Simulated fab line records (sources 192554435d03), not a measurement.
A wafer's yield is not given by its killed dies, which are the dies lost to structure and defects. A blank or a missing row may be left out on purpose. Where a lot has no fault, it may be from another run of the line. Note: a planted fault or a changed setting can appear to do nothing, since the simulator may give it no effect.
Split-lot experiment	flow n5Finfet	39 wafers read from 7 lots, route of 1938 steps

== THE SPLIT ==
At N5_BEOL_M1_ILD_DEP_00 (deposits SiOC from DEMS/O2, target thk 79 nm, time 15.3 s), the setting timeS was moved away from the recipe's 15.3 s on 15 of the 39 wafers read, by -42.2% to +42.2%. This setting was run at the recipe's value on the other wafers.

The file shows no step between the split and the reading.

== THE READING ==
M1_ILD_THK in nanometres, read at N5_BEOL_M1_THK_MEAS_01. On this fab line, fault-free wafers typically give 78.9 nm with a standard deviation of 1.2 nm.

wafer	tool, chamber at the split	timeS as run, s	against the recipe	M1_ILD_THK, nm	against lot-mates on the recipe
L074.1	pecvd-03, 1	15.3	recipe	79.1	-
L074.2	pecvd-03, 0,1	15.3	recipe	80.7	-
L074.3	pecvd-03, 0	19.76	+29.2%	103.3	+23.2
L074.4	pecvd-03, 1	19.76	+29.2%	102.5	+22.4
L074.5	pecvd-03, 0	19.76	+29.2%	104.6	+24.5
L074.6	pecvd-03, 0,1	15.3	recipe	80.6	-
L075.1	pecvd-04, 0,1	8.844	-42.2%	45.7	-32.5
L075.2	pecvd-04, 1	15.3	recipe	77.0	-
L075.3	pecvd-04, 2	15.3	recipe	78.2	-
L075.4	pecvd-04, 2	8.844	-42.2%	45.3	-32.9
L075.5	pecvd-04, 0	15.3	recipe	79.3	-
L075.6	pecvd-04, 0,1	8.844	-42.2%	45.5	-32.7
L086.1	pecvd-03, 0	15.3	recipe	80.2	-
L086.2	pecvd-03, 1	15.3	recipe	78.5	-
L086.3	pecvd-03, 2	11.58	-24.3%	58.9	-20.8
L086.4	pecvd-03, 0	11.58	-24.3%	62.6	-17.1
L086.5	pecvd-03, 2	11.58	-24.3%	59.8	-19.9
L086.6	pecvd-03, 1	15.3	recipe	80.5	-
L089.1	pecvd-03, 1	15.3	recipe	79.1	-
L089.2	pecvd-03, 2	15.3	recipe	78.3	-
L089.3	pecvd-03, 0,1	15.3	recipe	80.5	-
L089.4	pecvd-03, 2	15.3	recipe	80.0	-
L089.5	pecvd-03, 0	15.3	recipe	80.9	-
L089.6	pecvd-03, 0,1	15.3	recipe	80.7	-
L093.1	pecvd-03, 1	20	+30.7%	102.5	+23.1
L093.2	pecvd-03, 2	15.3	recipe	78.8	-
L093.3	pecvd-03, 0	20	+30.7%	103.5	+24.1
L093.4	pecvd-03, 0	20	+30.7%	104.9	+25.5
L093.5	pecvd-03, 1	15.3	recipe	80.2	-
L093.6	pecvd-03, 2	15.3	recipe	79.3	-
L096.1	pecvd-03, 0	15.3	recipe	80.1	-
L096.5	pecvd-03, 1	15.3	recipe	79.3	-
L096.6	pecvd-03, 0	15.3	recipe	81.8	-
L097.1	pecvd-04, 0	21.75	+42.2%	109.3	+31.0
L097.2	pecvd-04, 1	15.3	recipe	77.1	-
L097.3	pecvd-04, 2	15.3	recipe	79.4	-
L097.4	pecvd-04, 1	15.3	recipe	78.5	-
L097.5	pecvd-04, 2	21.75	+42.2%	112.7	+34.4
L097.6	pecvd-04, 0	21.75	+42.2%	111.3	+33.0
When a row names more than one chamber, that row covers several wafers, and the file does not tell which wafer ran in which chamber.

FIT RESULTS
A straight line over all 39 wafers: M1_ILD_THK changes by +0.787 nm for each +1% of timeS; r = +1.00; the points scatter about the line by 1.3 nm.
The same after taking each lot's own level away (the mean of its wafers on the recipe; 39 wafers): +0.783 nm for each +1%; r = +1.00; scatter 1 nm.
The reading moves by 33 nm for the largest change in timeS, on that fit.
The lots' own levels span 78.17 to 80.40 nm, that is 1.9 times the standard deviation above.
Hence the lot-to-lot level has little effect on the slope; both slopes agree.
Check: with one of the wafers moved furthest among these (-42.2%) left out of the fit, the line predicts -33.1 nm for it against its lot-mates. Against them it came out at -32.5 nm.

== ADDITIONAL SPLITS CARRIED BY THESE WAFERS ==
Other splits were also applied to these wafers ahead of the reading. Each is held against what the fit with the lots' levels taken away leaves over:
other split on the same wafers	wafers away from the commonest value	r with M1_ILD_THK (lot level and that fit taken away)
N5_ZERO_LAYER_ETCH_18 targetDepthA	12	-0.08
N5_SD_EPI_N_DESCUM_14 timeS	15	-0.04

== THE WHOLE CHAIN: every reading that the file lists as answering this split, in the file's order ==
step	what it does	reading	change (the file's fit)	r (the file's)
N5_BEOL_M1_ILD_DEP_00	deposits SiOC from DEMS/O2, target thk 79 nm, time 15.3 s	SiOC_of_BEOL_M1_ILD_DEP_00.thkNm (the simulator's own value, which no gauge read)	+0.784 nm for each +1% of the setting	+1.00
N5_BEOL_M1_THK_MEAS_01		M1_ILD_THK	+0.783 for each +1% of the setting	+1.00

== THE FILE'S OWN FIT ==
M1_ILD_THK changes by +0.783 nm for each +1% of timeS, r = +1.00.
